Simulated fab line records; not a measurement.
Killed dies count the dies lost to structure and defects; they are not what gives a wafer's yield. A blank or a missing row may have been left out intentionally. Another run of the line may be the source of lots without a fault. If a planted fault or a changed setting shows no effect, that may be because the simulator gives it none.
Split-lot trial -- flow n5 finfet -- route with 1938 steps; 7 lots, 21 wafers read

SPLIT DETAILS
At N5_BEOL_M11_PEB_26 (peb time 60 s), the setting peb time s was moved away from the recipe's 60 s on 10 of the 21 wafers read, by -21.4% to +19.7%. All remaining wafers had this setting at the recipe value.

BETWEEN THE SPLIT AND THE READING: the file shows 1 step in between
- N5_BEOL_M11_DEVELOP_27: develop time 30 s

THE READING
cd nm, in nm, at N5_BEOL_M11_CD_MEAS_28 (target cd 70 nm). A value of 70.0 nm with a standard deviation of 1.1 nm is what fault-free wafers of this fab line usually give.

wafer,"tool, chamber at the split","peb time s as run, s",against the recipe,"cd nm, nm",against lot-mates on the recipe
L075.2,"litho track-04, 0",60,recipe,68.3,-
L075.3,"litho track-04, 0",71.81,+19.7%,78.6,+10.3
L075.6,"litho track-04, 0",71.81,+19.7%,74.8,+6.5
L076.3,"litho track-01, 0",47.16,-21.4%,53.2,-14.9
L076.4,"litho track-01, 0",60,recipe,68.1,-
L076.5,"litho track-01, 0",47.16,-21.4%,56.0,-12.1
L081.2,"litho track-05, 0",55.49,-7.5%,58.9,-3.3
L081.5,"litho track-05, 0",60,recipe,62.2,-
L081.6,"litho track-05, 0",55.49,-7.5%,63.9,+1.7
L080.2,"litho track-04, 0",60,recipe,75.3,-
L080.5,"litho track-04, 0",54.81,-8.6%,66.0,-9.7
L080.6,"litho track-04, 0",60,recipe,76.1,-
L084.3,"litho track-01, 0",60,recipe,68.4,-
L084.5,"litho track-01, 0",60,recipe,69.4,-
L084.6,"litho track-01, 0",60,recipe,69.5,-
L085.2,"litho track-01, 0",71.82,+19.7%,78.0,+8.5
L085.3,"litho track-01, 0",60,recipe,70.1,-
L085.5,"litho track-01, 0",60,recipe,68.9,-
L093.1,"litho track-05, 0",60,recipe,68.9,-
L093.3,"litho track-05, 0",64.61,+7.7%,73.2,+4.3
L093.5,"litho track-05, 0",64.61,+7.7%,68.8,-0.1

THE FIT
A straight line over all 21 wafers: cd nm changes by +0.534 nm for each +1% of peb time s; r = +0.86; the points scatter about the line by 3.5 nm.
The same after taking each lot's own level away (the mean of its wafers on the recipe; 21 wafers): +0.507 nm for each +1%; r = +0.93; scatter 2.3 nm.
According to that fit, moving peb time s by its largest amount changes the reading by 11 nm.
The lots' own levels span 62.20 to 75.70 nm, that is 12.3 times the standard deviation above.
The two slopes are in agreement: the lot-to-lot level therefore moves the slope only a little.
Check: for one of the wafers moved furthest among these (-21.4%), held out of the fit, the line's prediction against its lot-mates is -10.3 nm. Against them it came out at -14.9 nm.

OTHER SPLITS ON THESE WAFERS
Other splits were also applied to these wafers ahead of the reading. Each is held against what the fit with the lots' levels taken away leaves over:
other split on the same wafers,wafers away from the commonest value,r with cd nm (lot level and that fit taken away)
N5_BEOL_M8_EXPOSE_25 dose mj,3,-0.08
N5_BEOL_M8_ETCH_65 source w,7,-0.21
N5_BEOL_M9_TRENCH_ETCH_37 bias w,7,-0.19
N5_BEOL_M9_CMP_52 down force psi,4,-0.02
N5_BEOL_M10_PECVD_70 temp c,6,+0.12
N5_BEOL_M11_EXPOSE_25 dose mj,8,+0.22

FILE'S OWN FIT
cd nm changes by +0.51 nm for each +1% of peb time s, r = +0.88.
